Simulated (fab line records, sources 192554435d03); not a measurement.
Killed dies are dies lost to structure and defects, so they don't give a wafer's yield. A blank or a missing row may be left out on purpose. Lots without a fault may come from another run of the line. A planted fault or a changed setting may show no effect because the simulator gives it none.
Which tool did it? | flow n5_finfet | 12 lots, 34 wafers sampled, at 5 steps of a route of 1938

WHAT THE GAUGES READ, wafer by wafer
N5_WELL_APT_INSPECT_27: inspects for defects (macro).
lot  | measured    | on                | raw_defect_count
L955 | day 1 22:08 | defect_inspect-02 | 3 1
L957 | day 2 09:06 | defect_inspect-02 | 3 1 0
L958 | day 2 14:56 | defect_inspect-01 | 1 2 1
L965 | day 4 08:45 | defect_inspect-01 | 2 2 2
L966 | day 4 14:46 | defect_inspect-02 | 3 0
L967 | day 4 22:46 | defect_inspect-01 | 1 3 2
L968 | day 5 03:37 | defect_inspect-02 | 6 0 4
L969 | day 5 08:55 | defect_inspect-01 | 2 2 1
L973 | day 6 09:00 | defect_inspect-01 | 3 4 1
L974 | day 6 15:07 | defect_inspect-02 | 3 1 1
L976 | day 7 04:12 | defect_inspect-01 | 1 3 2
L977 | day 7 09:01 | defect_inspect-01 | 3 0 3

N5_PMOS_HMC_CHANNEL_EPI_OVL_MEAS_10.
lot  | measured    | on         | PMOS_HMC_BLK_OVL (nm)
L955 | day 2 00:26 | overlay-02 | 0.4 1.0
L957 | day 2 11:07 | overlay-01 | -0.8 0.9 -0.5
L958 | day 2 17:25 | overlay-02 | -0.2 0.4 -0.9
L965 | day 4 11:05 | overlay-01 | -1.1 -0.7 -0.5
L966 | day 4 16:57 | overlay-02 | -0.9 -0.2
L967 | day 5 00:46 | overlay-02 | -0.6 1.2 -0.6
L968 | day 5 05:43 | overlay-02 | -0.2 -1.1 0.8
L969 | day 5 11:08 | overlay-01 | 0.3 -0.2 0.1
L973 | day 6 11:14 | overlay-02 | 0.9 0.5 0.1
L974 | day 6 17:25 | overlay-01 | -0.4 -0.3 0.0
L976 | day 7 06:14 | overlay-01 | -1.5 -1.9 -2.2
L977 | day 7 11:17 | overlay-01 | 0.7 0.3 -0.3

N5_PMOS_HMC_CHANNEL_EPI_INSPECT_11: inspects for defects (macro).
lot  | measured    | on                | raw_defect_count
L955 | day 2 00:27 | defect_inspect-02 | 3 5
L957 | day 2 11:08 | defect_inspect-01 | 2 2 0
L958 | day 2 17:26 | defect_inspect-01 | 0 4 0
L965 | day 4 11:06 | defect_inspect-01 | 2 6 2
L966 | day 4 16:58 | defect_inspect-02 | 3 0
L967 | day 5 00:48 | defect_inspect-02 | 1 3 4
L968 | day 5 05:44 | defect_inspect-02 | 2 0 1
L969 | day 5 11:10 | defect_inspect-02 | 4 4 1
L973 | day 6 11:16 | defect_inspect-02 | 2 3 3
L974 | day 6 17:26 | defect_inspect-01 | 1 1 1
L976 | day 7 06:16 | defect_inspect-01 | 2 9 2
L977 | day 7 11:18 | defect_inspect-01 | 2 4 2

N5_BEOL_M4_RC_MEAS_101.
lot  | measured     | on        | DIBL_N (mV/V)  | DIBL_P (mV/V)  | IOFF_N (nA/um) | IOFF_P (nA/um) | ION_N (uA/um) | ION_P (uA/um) | SS_N (mV/dec)  | SS_P (mV/dec)  | VT_N (mV)   | VT_P (mV)
L955 | day 8 00:44  | prober-01 | 37.3 35.4      | 37.3 35.0      | 0.17 0.14      | 0.21 0.19      | 674 667       | 461 454       | 71.5 71.6      | 73.2 72.4      | 251 251     | -254 -253
L957 | day 9 02:25  | prober-02 | 33.3 36.6 34.8 | 33.6 37.5 34.4 | 0.12 0.17 0.14 | 0.15 0.20 0.15 | 657 680 656   | 446 458 444   | 70.9 72.6 71.8 | 73.0 73.8 73.3 | 253 247 251 | -255 -251 -255
L958 | day 9 00:44  | prober-01 | 32.4 32.1 34.7 | 31.1 31.3 33.8 | 0.10 0.10 0.13 | 0.14 0.14 0.18 | 662 648 674   | 457 454 465   | 71.0 70.5 71.4 | 72.7 72.4 74.1 | 259 260 255 | -258 -257 -251
L965 | day 10 14:30 | prober-01 | 38.5 32.9 37.7 | 36.9 30.5 36.0 | 0.16 0.09 0.16 | 0.26 0.17 0.25 | 684 639 674   | 475 447 474   | 71.2 70.3 71.4 | 73.7 72.9 73.6 | 248 257 248 | -247 -250 -245
L966 | day 11 07:55 | prober-01 | 34.9 35.5      | 34.8 36.6      | 0.14 0.15      | 0.18 0.20      | 681 666       | 466 456       | 71.4 71.6      | 72.5 73.4      | 250 246     | -250 -254
L973 | day 12 17:16 | prober-02 | 38.6 39.9 38.5 | 39.0 42.4 39.0 | 0.18 0.22 0.20 | 0.23 0.29 0.25 | 675 696 689   | 464 482 472   | 71.9 72.1 71.6 | 73.4 73.9 73.0 | 249 245 246 | -250 -248 -250
L974 | day 13 05:34 | prober-02 | 38.0 34.9 34.1 | 39.0 35.5 34.3 | 0.20 0.15 0.13 | 0.25 0.19 0.18 | 685 689 664   | 465 469 458   | 72.1 71.6 71.3 | 74.5 73.0 73.1 | 248 250 253 | -251 -250 -254
L976 | day 13 18:15 | prober-01 | 37.4 33.0 37.6 | 40.0 33.5 40.5 | 0.21 0.14 0.22 | 0.26 0.17 0.25 | 678 679 692   | 458 467 470   | 71.8 71.5 72.9 | 74.5 72.5 74.6 | 242 249 244 | -250 -254 -249
L977 | day 13 18:21 | prober-02 | 36.0 35.7 35.6 | 37.0 36.7 37.8 | 0.18 0.18 0.19 | 0.25 0.25 0.28 | 684 693 700   | 464 475 491   | 71.0 71.2 71.5 | 73.4 73.6 74.2 | 245 244 245 | -248 -245 -245

WHICH TOOL RAN EACH LOT (tool, then ch and the chambers of the sampled wafers, then the start)
lot  | N5_PMOS_HMC_CHANNEL_EPI_EPI_20
L955 | epi_rpcvd-01 ch 0, day 2 01:29
L957 | epi_rpcvd-01 ch 0, day 2 12:12
L958 | epi_rpcvd-01 ch 0, day 2 18:06
L965 | epi_rpcvd-04 ch 0, day 4 12:08
L966 | epi_rpcvd-02 ch 0, day 4 18:26
L967 | epi_rpcvd-01, day 5 02:09
L968 | epi_rpcvd-01, day 5 06:37
L969 | epi_rpcvd-01, day 5 12:03
L973 | epi_rpcvd-02 ch 0, day 6 12:17
L974 | epi_rpcvd-01 ch 0, day 6 18:07
L976 | epi_rpcvd-02 ch 0, day 7 06:57
L977 | epi_rpcvd-01 ch 0, day 7 12:07
- N5_PMOS_HMC_CHANNEL_EPI_EPI_20: deposits SiGe30, target thk 59 nm.

WHAT THE TOOLS THEMSELVES READ (means of the sampled wafers that have a number; where no wafer has one, the mark that the record gives instead)
N5_PMOS_HMC_CHANNEL_EPI_EPI_20.
lot  | tool         | chamber_pressure_Torr (Torr) | lamp_inner_pct (%)
L955 | epi_rpcvd-01 | 19.95                        | 13.2
L957 | epi_rpcvd-01 | 20.03                        | 13.2
L958 | epi_rpcvd-01 | 20.02                        | 13.2
L965 | epi_rpcvd-04 | 20.00                        | 13.1
L966 | epi_rpcvd-02 | 20.01                        | 11.1
L967 | epi_rpcvd-01 | -                            | -
L968 | epi_rpcvd-01 | -                            | -
L969 | epi_rpcvd-01 | -                            | -
L973 | epi_rpcvd-02 | 19.98                        | 11.0
L974 | epi_rpcvd-01 | 20.05                        | 13.2
L976 | epi_rpcvd-02 | 20.03                        | 11.0
L977 | epi_rpcvd-01 | 19.99                        | 13.3

THE ANSWER, worked out from the rows above alone
Rule: what is usual is taken from the lots themselves. Put in order of their means at a reading, lots are off if they are a third of the lots or fewer, leave a main group of 4 or more, and stand apart from it by a gap of 3 or more times the standard deviation of the main group's means; of several such gaps the widest counts. A main group whose means are all the same, to the digits that the tables above print for the reading, isn't used. A lot without any number at a reading at which 4 lots or more have one is off too. The other lots that the step has rows for count as sound. The gauges are gone through in route order, then the tools' own readings, and for those a lot's mean is taken as printed above. The first step at which some lot is off is used, and at that step the reading that is off furthest; a lot without a number counts as furthest.
Off: L967, L968, L969, at N5_PMOS_HMC_CHANNEL_EPI_EPI_20 (chamber_pressure_Torr). Without a number there: L967, L968, L969. The main group: mean 20.01 Torr, standard deviation 0.029.
A tool fits if, at that step or a process step before it, it ran every lot that is off, and no sound lot after the first of them. None of those tried fits.

WHAT THE SIMULATOR HAD PUT IN
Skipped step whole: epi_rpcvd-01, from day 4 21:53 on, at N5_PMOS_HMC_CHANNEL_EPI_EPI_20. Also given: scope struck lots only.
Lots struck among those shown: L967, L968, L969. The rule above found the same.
